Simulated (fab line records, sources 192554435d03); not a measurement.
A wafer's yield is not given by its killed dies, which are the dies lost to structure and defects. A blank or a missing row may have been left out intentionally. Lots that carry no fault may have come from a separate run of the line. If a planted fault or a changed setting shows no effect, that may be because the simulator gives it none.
Chamber matching || flow n5-finfet || ald-sin-02 running N5_BEOL_M3_ALD_98: 4 sister chambers
The step deposits SiO2, target thk 2.5 nm, pulse time 1 s, co reactant pulse time 1 s. 22 wafers are shown with their chamber, then 11 later ones without.

WAFERS PAIRED WITH THEIR CHAMBERS
{"wafer": "L075.2", "chamber": 3, "heater-power-w (W)": 74, "precursor-pulse-height-rel": 0.967, "chamber-pressure-Torr (Torr)": 1.997}
{"wafer": "L075.5", "chamber": 0, "heater-power-w (W)": 73, "precursor-pulse-height-rel": 1.015, "chamber-pressure-Torr (Torr)": 1.995}
{"wafer": "L075.6", "chamber": 1, "heater-power-w (W)": 89, "precursor-pulse-height-rel": 0.975, "chamber-pressure-Torr (Torr)": 1.998}
{"wafer": "L077.2", "chamber": 0, "heater-power-w (W)": 74, "precursor-pulse-height-rel": 0.981, "chamber-pressure-Torr (Torr)": 2.006}
{"wafer": "L077.4", "chamber": 1, "heater-power-w (W)": 83, "precursor-pulse-height-rel": 1.015, "chamber-pressure-Torr (Torr)": 2.004}
{"wafer": "L077.5", "chamber": 2, "heater-power-w (W)": 62, "precursor-pulse-height-rel": 0.998, "chamber-pressure-Torr (Torr)": 1.999}
{"wafer": "L081.3", "chamber": 2, "heater-power-w (W)": 62, "precursor-pulse-height-rel": 1.005, "chamber-pressure-Torr (Torr)": 1.996}
{"wafer": "L081.5", "chamber": 3, "heater-power-w (W)": 74, "precursor-pulse-height-rel": 0.969, "chamber-pressure-Torr (Torr)": 1.990}
{"wafer": "L081.6", "chamber": 0, "heater-power-w (W)": 74, "precursor-pulse-height-rel": 1.015, "chamber-pressure-Torr (Torr)": 1.998}
{"wafer": "L084.2", "chamber": 2, "heater-power-w (W)": 62, "precursor-pulse-height-rel": 0.980, "chamber-pressure-Torr (Torr)": 2.001}
{"wafer": "L084.5", "chamber": 1, "heater-power-w (W)": 87, "precursor-pulse-height-rel": 0.988, "chamber-pressure-Torr (Torr)": 2.000}
{"wafer": "L084.6", "chamber": 2, "heater-power-w (W)": 61, "precursor-pulse-height-rel": 1.009, "chamber-pressure-Torr (Torr)": 1.994}
{"wafer": "L085.1", "chamber": 0, "heater-power-w (W)": 74, "precursor-pulse-height-rel": 1.017, "chamber-pressure-Torr (Torr)": 2.001}
{"wafer": "L085.3", "chamber": 2, "heater-power-w (W)": 63, "precursor-pulse-height-rel": 1.024, "chamber-pressure-Torr (Torr)": 2.002}
{"wafer": "L085.6", "chamber": 2, "heater-power-w (W)": 62, "precursor-pulse-height-rel": 1.016, "chamber-pressure-Torr (Torr)": 2.002}
{"wafer": "L088.1", "chamber": 2, "heater-power-w (W)": 62, "precursor-pulse-height-rel": 1.007, "chamber-pressure-Torr (Torr)": 1.996}
{"wafer": "L088.2", "chamber": 3, "heater-power-w (W)": 74, "precursor-pulse-height-rel": 1.003, "chamber-pressure-Torr (Torr)": 2.000}
{"wafer": "L088.4", "chamber": 1, "heater-power-w (W)": 84, "precursor-pulse-height-rel": 0.988, "chamber-pressure-Torr (Torr)": 2.000}
{"wafer": "L086.1", "chamber": 2, "heater-power-w (W)": 63, "precursor-pulse-height-rel": 1.019, "chamber-pressure-Torr (Torr)": 2.000}
{"wafer": "L086.5", "chamber": 1, "heater-power-w (W)": 86, "precursor-pulse-height-rel": 1.016, "chamber-pressure-Torr (Torr)": 2.002}
{"wafer": "L086.6", "chamber": 0, "heater-power-w (W)": 74, "precursor-pulse-height-rel": 1.013, "chamber-pressure-Torr (Torr)": 2.006}
{"wafer": "L095.3", "chamber": 2, "heater-power-w (W)": 63, "precursor-pulse-height-rel": 1.022, "chamber-pressure-Torr (Torr)": 1.997}

SIGNATURES, as means of the wafers listed above
{"reading": "heater-power-w", "chamber 0": 73.80, "chamber 1": 85.80, "chamber 2": 62.22, "chamber 3": 74.00, "scatter within a chamber": 1.23}
{"reading": "precursor-pulse-height-rel", "chamber 0": 1.00820, "chamber 1": 0.99640, "chamber 2": 1.00889, "chamber 3": 0.97967, "scatter within a chamber": 0.016}
{"reading": "chamber-pressure-Torr", "chamber 0": 2.00120, "chamber 1": 2.00080, "chamber 2": 1.99856, "chamber 3": 1.99567, "scatter within a chamber": 0.00362}
Rule: a wafer lies at a distance from a chamber equal to the root of the sum of squares, over the readings, of (its reading less the chamber's mean, divided by the reading's scatter). The wafer belongs to the nearest chamber; if the next one is less than 2 further off, it can't be placed. The scatter is the square root of a quotient: the sum, over the shown wafers, of each reading's squared deviation from its chamber's mean, divided by wafers minus chambers.

WAFERS MISSING THEIR CHAMBER
{"wafer": "L095.5", "heater-power-w (W)": 61, "precursor-pulse-height-rel": 0.995, "chamber-pressure-Torr (Torr)": 2.000}
{"wafer": "L095.6", "heater-power-w (W)": 73, "precursor-pulse-height-rel": 1.015, "chamber-pressure-Torr (Torr)": 2.005}
{"wafer": "L096.1", "heater-power-w (W)": 64, "precursor-pulse-height-rel": 1.006, "chamber-pressure-Torr (Torr)": 1.999}
{"wafer": "L096.5", "heater-power-w (W)": 85, "precursor-pulse-height-rel": 0.983, "chamber-pressure-Torr (Torr)": 2.000}
{"wafer": "L096.6", "heater-power-w (W)": 73, "precursor-pulse-height-rel": 0.978, "chamber-pressure-Torr (Torr)": 1.996}
{"wafer": "L089.3", "heater-power-w (W)": 73, "precursor-pulse-height-rel": 1.025, "chamber-pressure-Torr (Torr)": 2.001}
{"wafer": "L089.4", "heater-power-w (W)": 84, "precursor-pulse-height-rel": 0.991, "chamber-pressure-Torr (Torr)": 1.997}
{"wafer": "L089.6", "heater-power-w (W)": 74, "precursor-pulse-height-rel": 1.026, "chamber-pressure-Torr (Torr)": 2.000}
{"wafer": "L090.2", "heater-power-w (W)": 62, "precursor-pulse-height-rel": 0.992, "chamber-pressure-Torr (Torr)": 2.003}
{"wafer": "L090.4", "heater-power-w (W)": 76, "precursor-pulse-height-rel": 1.003, "chamber-pressure-Torr (Torr)": 1.998}
{"wafer": "L090.5", "heater-power-w (W)": 73, "precursor-pulse-height-rel": 0.991, "chamber-pressure-Torr (Torr)": 2.002}

WHICH CHAMBER EACH WENT THROUGH
{"wafer": "L095.5", "from the rows above": 2, "in truth": 2}
{"wafer": "L095.6", "from the rows above": 0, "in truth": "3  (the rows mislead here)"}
{"wafer": "L096.1", "from the rows above": 2, "in truth": 2}
{"wafer": "L096.5", "from the rows above": 1, "in truth": 1}
{"wafer": "L096.6", "from the rows above": "can't be placed: 3 or 0", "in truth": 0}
{"wafer": "L089.3", "from the rows above": 0, "in truth": 0}
{"wafer": "L089.4", "from the rows above": 1, "in truth": 1}
{"wafer": "L089.6", "from the rows above": "can't be placed: 0 or 3", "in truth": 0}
{"wafer": "L090.2", "from the rows above": 2, "in truth": 2}
{"wafer": "L090.4", "from the rows above": "can't be placed: 0 or 3", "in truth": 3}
{"wafer": "L090.5", "from the rows above": "can't be placed: 0 or 3", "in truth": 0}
Correctly placed: 6 of 11. Not placeable from these rows: 4 (in 4, the candidates include the true chamber). 1 placed wrongly.
